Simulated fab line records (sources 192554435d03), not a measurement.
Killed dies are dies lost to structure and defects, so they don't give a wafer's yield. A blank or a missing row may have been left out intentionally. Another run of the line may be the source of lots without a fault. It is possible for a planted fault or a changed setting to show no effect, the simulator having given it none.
fab line records    flow n5_finfet
[record] lots = 5  wafers = 14  last_day = 17
route steps=1938 shown DUMMY_GATE@256 SPACER0@258 SD_EPI_N@262 BEOL_M4@1111 PASSIVATION@1936
lots with no fault: from the same line, run without faults
start_h: hours from the record's opening day to when the first of the lot's shown wafers began    wait_h: hours elapsed since this lot's preceding step    " the same as in the row above    L1.1+2: one row covering several wafers at once    - value missing, or start not given    * or withheld: withheld    < > ~ a bound
route shown NAME@n: NAME is a module with steps in the file, n the number in the route of the first one    usual: mean and standard deviation over wafers with no fault    same: alike in all rows    chamber/n: place in a boat    sites: readings site by site    _std_site: standard deviation of those values    _edge_site: mean of outer sites minus mean of inner sites    radius_mm: for every site, how far away it sits from the centre of the wafer    mask NAME#n: copy n    behind: the last tool/chamber to shape the wafer    hold: why the lot was held/for how many hours/how that ended    device: transistor that didn't switch, given as n, p or np    end of line: the tests these same wafers got at the end of their route    a step without rows: its recipe alone    killed: dies that structure and defects cost at the first sort, which is not the same as the wafer's yield    map: the dies of a wafer, with x for killed, . for not killed, _ for no die there
set.NAME: setting as actually run; set.NAME@STEP: the setting as run at that earlier step    model.NAME: the simulator's own value behind a step, which no gauge read
lots at selected steps of the route; one table per step, one row per wafer
services: a tool's chamber out of use, with start hour (start_h, from the record's first day; less than 0 if before it), hours out, and reason
[[steps]]
[step N5_DUMMY_GATE_UV_OZONE_45]
[recipe] time_s = 120  pressure_torr = 760  temp_c = 25
[step N5_SPACER0_ALD_07]
[recipe] material = SiNx  target_thk_a = 20  temp_c = 400  ald_precursor_family = SiH2I2  ald_co_reactant = N2/H2-plasma  pressure_torr = 2
[step N5_SPACER0_ALD_00]
[recipe] material = SiOCN  target_thk_a = 35  temp_c = 400  ald_precursor_family = alkyl-aminosilane  ald_co_reactant = O2/N2-plasma  pulse_time_s = 3  purge_time_s = 2  co_reactant_purge_time_s = 2  ald_cycles = 58  pressure_torr = 2
[step N5_SPACER0_ALD_08]
[recipe] material = SiNx  target_thk_a = 20  temp_c = 400  ald_precursor_family = SiH2I2  ald_co_reactant = N2/H2-plasma  pressure_torr = 2
[step N5_SD_EPI_N_COAT_32]
[recipe] resist = SOC  temp_c = 250  time_s = 60  spin_rpm = 1500  resist_thk_nm = 350
[step N5_SD_EPI_N_COAT_33]
[recipe] resist = SiARC  temp_c = 220  time_s = 60  spin_rpm = 1500  resist_thk_nm = 35
[step N5_SD_EPI_N_COAT_03]
[recipe] resist = CAR-ArF-block  spin_rpm = 1500  resist_thk_nm = 150
[step N5_SD_EPI_N_EBR_05]
[recipe] solvent = PGMEA  ebr_width_mm = 1.5
[step N5_SD_EPI_N_SOFTBAKE_04]
[recipe] temp_c = 110  time_s = 60  resist = CAR-ArF-block
[step N5_SD_EPI_N_EXPOSE_06]
[recipe] mask_id = SD_N_BLK  na = 1.35  source_shape = conventional  sigma_outer = 0.8  polarization = unpolarized  target_cd_nm = 120  dose_mj = 39.75
[step N5_SD_EPI_N_PEB_07]
[recipe] peb_temp_c = 110  peb_time_s = 60  resist = CAR-ArF-block
[usual] plate_temp_C = 110.01/0.15
lot.wafer  tool            chamber  start_h  wait_h  plate_temp_C
L799.1     litho_track-03  0        78.22    0.1     109.98
L799.2     "               0        "        "       110.21
L799.5     "               0        "        "       110.12
L800.1     litho_track-03  0        84.44    0.1     109.34
L800.4     "               0        "        "       109.21
L800.5     "               0        "        "       109.14
L801.4     litho_track-03  0        89.08    0.0     109.27
L801.5     "               0        "        "       109.33
L801.6     "               0        "        "       109.35
L802.2     litho_track-03  0        97.00    0.0     109.38
L802.6     "               0        "        "       109.42
L813.3     litho_track-01  0        161.47   0.0     109.82
L813.5     "               0        "        "       109.76
L813.6     "               0        "        "       109.84
[step N5_SD_EPI_N_DEVELOP_08]
[recipe] develop_time_s = 30  developer = TMAH  resist = CAR-ArF-block  dev_temp_c = 23  rinse_liquid = diw  dry = air_spin
[step N5_SD_EPI_N_CD_MEAS_09]
[recipe] target_cd_nm = 120  landing_energy_ev = 500  detector = se_inlens
[usual] cd_nm = 120.0/0.57
lot.wafer  tool       chamber  start_h  wait_h  cd_nm
L799.1     cd_sem-02  0        78.29    -       118.4
L799.2     "          0        "        "       119.7
L799.5     "          0        "        "       120.5
L800.1     cd_sem-01  0        84.50    -       118.8
L800.4     "          0        "        "       118.2
L800.5     "          0        "        "       118.6
L801.4     cd_sem-02  0        89.15    -       117.6
L801.5     "          0        "        "       117.5
L801.6     "          0        "        "       117.7
L802.2     cd_sem-01  0        97.07    -       118.7
L802.6     "          0        "        "       118.5
L813.3     cd_sem-01  0        161.54   -       120.3
L813.5     "          0        "        "       120.6
L813.6     "          0        "        "       119.4
[step N5_SD_EPI_N_DESCUM_14]
[recipe] chemistry = O2  time_s = 7.9  source_power_w = 50  bias_power_w = 20  pressure_mtorr = 20  rf_frequency_hz = 2.712e+07  temp_c = 40  resist = CAR-ArF-block  o2_flow_sccm = 225
[usual] chamber_pressure_mTorr = 19.999/0.019  drypump_motor_current_A = 5.6/0.52  oes_product_au = 0.80/0.07  rf_fwd_power_W = 49.44/0.29  rf_vpp_V = 243.8/1.4  showerhead_plenum_p_Torr = 2.14/0.07  throttle_valve_pct = 20.52/0.23
lot.wafer  tool         chamber  start_h  wait_h  chamber_pressure_mTorr  drypump_motor_current_A  oes_product_au  rf_fwd_power_W  rf_hours_counter_h  rf_vpp_V  showerhead_plenum_p_Torr  throttle_valve_pct  model.SD_EPI_N.cd_nm
L799.1     rie_diel-01  0        78.58    0.2     20.001                  6.4                      0.85            49.37           59                  244.2     2.12                      20.11               119.2
L799.2     "            3        "        "       20.003                  5.4                      0.74            48.97           153                 243.8     2.17                      20.28               120
L799.5     "            0        "        "       19.985                  6.4                      0.86            49.56           -                   242.6     2.12                      20.10               120.4
L800.1     rie_diel-03  2        84.59    0.0     19.994                  5.3                      0.80            49.58           72                  243.3     2.13                      20.84               118.4
L800.4     "            3        "        "       19.988                  6.3                      0.72            49.47           -                   241.2     2.01                      20.75               118.2
L800.5     "            0        "        "       20.030                  5.7                      0.79            49.63           -                   245.3     2.19                      20.38               118.4
L801.4     rie_diel-01  1        89.89    0.7     20.021                  5.2                      0.94            49.72           11                  242.9     2.16                      20.46               117.6
L801.5     "            0        "        "       20.008                  6.4                      0.85            49.84           -                   242.6     2.11                      20.11               117.6
L801.6     "            1        "        "       19.984                  5.2                      0.94            49.73           -                   244.2     2.16                      20.44               117.6
L802.2     rie_diel-03  2        97.65    0.5     19.978                  5.3                      0.79            49.68           81                  244.3     2.13                      20.83               119
L802.6     "            2        "        "       19.984                  5.3                      0.79            49.36           -                   242.7     2.13                      20.84               118.6
L813.3     rie_diel-01  2        162.12   0.5     19.971                  5.0                      0.73            50.02           172                 245.1     2.19                      20.79               120
L813.5     "            2        "        "       20.004                  5.0                      0.72            50.03           -                   245.4     2.19                      20.76               120.4
L813.6     "            3        "        "       19.996                  5.3                      0.72            49.13           -                   244.6     2.16                      20.30               119.6
[step N5_SD_EPI_N_ETCH_34]
[recipe] chemistry = CF4  target = SiARC  target_depth_a = 455  mask_material = CAR-ArF-block  time_s = 75.8  ion_energy_ev = 80  pressure_mtorr = 40  source_w = 545  bias_w = 36  Ar_flow_sccm = 100  cf4_flow_sccm = 100  ends = cleared
[usual] chamber_pressure_mTorr = 40.00/0.039  drypump_motor_current_A = 5.6/0.52  etch_rf_on_time_s = 75.2/2  oes_product_au = 0.69/0.057  rf_fwd_power_W = 540.1/2.4  rf_vpp_V = 184.5/1.2  showerhead_plenum_p_Torr = 2.18/0.071  throttle_valve_pct = 15.65/0.19
lot.wafer  tool         chamber  start_h  wait_h  chamber_pressure_mTorr  drypump_motor_current_A  etch_rf_on_time_s  oes_product_au  rf_fwd_power_W  rf_hours_counter_h  rf_vpp_V  showerhead_plenum_p_Torr  throttle_valve_pct  model.SD_EPI_N.cd_nm
L799.1     rie_diel-01  0        78.61    0.0     40.00                   6.4                      76.6               0.72            541.1           59                  184.1     2.17                      15.35               119
L799.2     "            3        "        "       40.01                   5.3                      75.5               0.64            537.0           153                 185.1     2.24                      15.62               120
L799.5     "            0        "        "       40.01                   6.3                      76.9               0.72            540.7           -                   183.3     2.17                      15.33               120.4
L800.1     rie_diel-03  2        84.63    0.0     39.98                   5.3                      77.3               0.69            540.4           72                  183.5     2.18                      15.85               118
L800.4     "            3        "        "       39.99                   6.3                      73.7               0.63            539.7           -                   183.4     2.06                      15.91               118
L800.5     "            0        "        "       40.03                   5.7                      74.1               0.69            544.2           -                   185.4     2.24                      15.50               118.2
L801.4     rie_diel-01  1        89.93    0.0     39.98                   5.2                      74.3               0.80            539.8           11                  186.4     2.18                      15.36               117.4
L801.5     "            0        "        "       39.98                   6.3                      76.3               0.72            543.9           -                   184.8     2.17                      15.32               117.2
L801.6     "            1        "        "       40.04                   5.2                      74.5               0.80            539.0           -                   184.7     2.18                      15.38               117.4
L802.2     rie_diel-03  2        97.68    0.0     39.99                   5.3                      77.2               0.69            540.6           81                  183.2     2.17                      15.85               118.6
L802.6     "            2        "        "       40.04                   5.3                      78.0               0.68            539.1           -                   182.8     2.18                      15.86               118.2
L813.3     rie_diel-01  2        162.16   0.0     39.96                   4.9                      75.5               0.63            543.4           172                 185.7     2.22                      15.90               120
L813.5     "            2        "        "       40.03                   4.9                      75.8               0.63            543.6           -                   186.2     2.22                      15.89               120.2
L813.6     "            3        "        "       39.95                   5.4                      75.9               0.62            535.9           -                   185.3     2.23                      15.68               119.4
[step N5_SD_EPI_N_ETCH_35]
[recipe] chemistry = N2/H2  target = SOC  overetch_a = 1080  mask_material = SiARC  temp_c = 40  ion_energy_ev = 100  source_w = 3000  bias_w = 133  pressure_mtorr = 20  time_s = 486  n2_flow_sccm = 200  h2_flow_sccm = 200
[step N5_BEOL_M4_RC_MEAS_101]
[usual] DIBL_N = 37.1/1.8  DIBL_P = 37.2/2.1  IOFF_N = 0.17/0.033  IOFF_P = 0.22/0.037  ION_N = 680/11  ION_P = 464/7.7  SS_N = 71.7/0.63  SS_P = 73.6/0.67  VT_N = 248.9/2.9  VT_P = -251/3.6
lot.wafer  tool       chamber  start_h  wait_h  DIBL_N[mV/V]  DIBL_P[mV/V]  IOFF_N[nA/um]  IOFF_P[nA/um]  ION_N[uA/um]  ION_P[uA/um]  SS_N[mV/dec]  SS_P[mV/dec]  VT_N[mV]  VT_P[mV]
L800.1     prober-02  0        211.27   0.0     36.6          35.3          0.14           0.16           663           449           72.0          72.9          253.8     -254
L800.4     "          0        "        "       39.2          40.0          0.21           0.24           687           463           71.6          74.4          246.9     -249
L800.5     "          0        "        "       36.3          35.4          0.14           0.17           666           456           71.2          73.2          254.0     -253
L799.1     prober-02  0        216.13   0.0     37.1          36.5          0.17           0.22           691           468           72.3          73.3          248.0     -251
L799.2     "          0        "        "       36.5          35.2          0.15           0.19           679           461           72.1          73.2          249.9     -254
L799.5     "          0        "        "       37.0          36.1          0.16           0.22           679           462           72.8          74.0          249.4     -248
L801.4     prober-01  0        216.47   0.5     39.0          38.8          0.22           0.30           685           474           72.1          73.9          245.0     -244
L801.5     "          0        "        "       37.1          36.8          0.18           0.26           680           466           72.2          73.5          246.5     -247
L801.6     "          0        "        "       38.1          38.2          0.21           0.30           687           480           72.9          73.6          245.6     -244
L802.2     prober-01  0        219.97   0.2     37.6          37.6          0.16           0.18           673           454           71.9          72.9          252.4     -257
L802.6     "          0        "        "       34.7          35.4          0.13           0.16           679           457           71.0          73.2          252.6     -258
L813.3     prober-02  0        307.41   0.3     36.5          35.0          0.16           0.19           674           455           72.0          74.1          248.1     -251
L813.5     "          0        "        "       37.0          36.0          0.16           0.21           679           468           71.4          73.4          249.9     -253
L813.6     "          0        "        "       36.0          35.4          0.16           0.20           703           482           71.0          73.1          246.4     -251
[step N5_PASSIVATION_PROBE_49]
[usual] defect_limited_yield = 91.7/1.5  killed_at_M0_to_M3 = 32/10  killed_at_M4_up = 14/5.3  killed_at_contacts = 13/5.7  killed_at_front_end = 37/10  killed_at_other = 3.3/2.5  killed_dies = 98/18  killed_open = 65/13  killed_short = 31/7.5  sort_bin_5_function = 4.9/0.91  sort_bin_6_memory = 3.1/0.71  sort_n_pass = 1082/18  sort_yield_pct = 91.7/1.5
[same] gross_dies = 1180  killed_at_back_side = 0  sort_bin_4_leakage[%] = 0  sort_bin_8_speed[%] = 0
lot.wafer  tool       chamber  start_h  wait_h  defect_limited_yield[%]  killed_at_M0_to_M3  killed_at_M4_up  killed_at_contacts  killed_at_front_end  killed_at_other  killed_dies  killed_open  killed_short  sort_bin_5_function[%]  sort_bin_6_memory[%]  sort_n_pass  sort_yield_pct[%]
L800.4     prober-02  -        328.05   0.2     92.5                     29                  18               17                  21                   4                89           64           24            5.0                     2.5                   1091         92.5
L800.5     prober-02  -        328.10   0.2     94.6                     27                  9                6                   19                   3                64           41           21            3.1                     2.3                   1116         94.6
L801.5     prober-02  -        331.79   0.2     91.8                     30                  12               15                  38                   2                97           66           30            4.6                     3.5                   1083         91.8
// killed by level:class
L800.4 MOL_CONTACT_COAG:geometric_particle:open=12 BEOL_M4:geometric_particle:open=11 BEOL_M2:geometric_particle:open=10 BEOL_M3:geometric_particle:open=7 MOL_CONTACT_COAG:geometric_particle:short=5 GATE_CUT:geometric_particle:short=4 BEOL_M0_SAQP:geometric_particle:short=4 BEOL_M0_SAQP:geometric_particle:open=4
L800.5 BEOL_M0_SAQP:geometric_particle:open=6 BEOL_M2:geometric_particle:open=6 MOL_CONTACT_COAG:geometric_particle:open=4 BEOL_M0_SAQP:geometric_particle:short=4 DUMMY_GATE:geometric_particle:open=3 BEOL_M1:geometric_particle:short=3 BEOL_M3:geometric_particle:open=3 FIN_SAQP:geometric_particle:open=2
L801.5 STI_FIN_REVEAL:geometric_particle:open=12 MOL_CONTACT_COAG:geometric_particle:open=10 BEOL_M2:geometric_particle:open=9 GATE_CUT:geometric_particle:short=8 BEOL_M0_SAQP:geometric_particle:short=8 BEOL_M3:geometric_particle:open=6 MOL_CONTACT_COAG:geometric_particle:short=5 BEOL_M4:geometric_particle:open=5
[[services]]
tool         chamber  start_h  hours  kind
rie_diel-01  -        73.72    1.2    repair
rie_diel-01  1        77.18    4.7    repair
rie_diel-01  3        100.79   8.7    repair
rie_diel-01  -        135.57   0.8    repair
[[key]]
[first_sign] step = N5_SD_EPI_N_PEB_07  reading = plate_temp_C  direction = down  sigmas = 4.8  usual = *  struck = *
[effect] step = N5_SD_EPI_N_CD_MEAS_09  reading = cd_nm  direction = down  sigmas = 3.1  usual = 120.0  struck = 118.2  through = control_loop
[model_effect] step = N5_SD_EPI_N_DESCUM_14  value = SD_EPI_N.cd_nm  without = 119.7  struck = 118.2
[model_effect] step = N5_SD_EPI_N_ETCH_34  value = SD_EPI_N.cd_nm  without = 119.4  struck = 117.9
met_at N5_SD_EPI_N_PEB_07
struck_wafers L800.1,L800.4,L800.5,L801.4,L801.5,L801.6,L802.2,L802.6
[loop_trim] step = N5_SD_EPI_N_EXPOSE_06  setting = dose  lots = L802
onset_between 78.22 84.44
[fault] kind = process_parameter_drift  tool = litho_track-03  chamber = -  onset_h = 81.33  steps = N5_SD_EPI_N_PEB_07  channel = peb_temp_c  offset = *  shape = step  end_h = 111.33  acts_in = *  stated = *
// loop_trim: a control loop set the setting to another value than it would have without faults
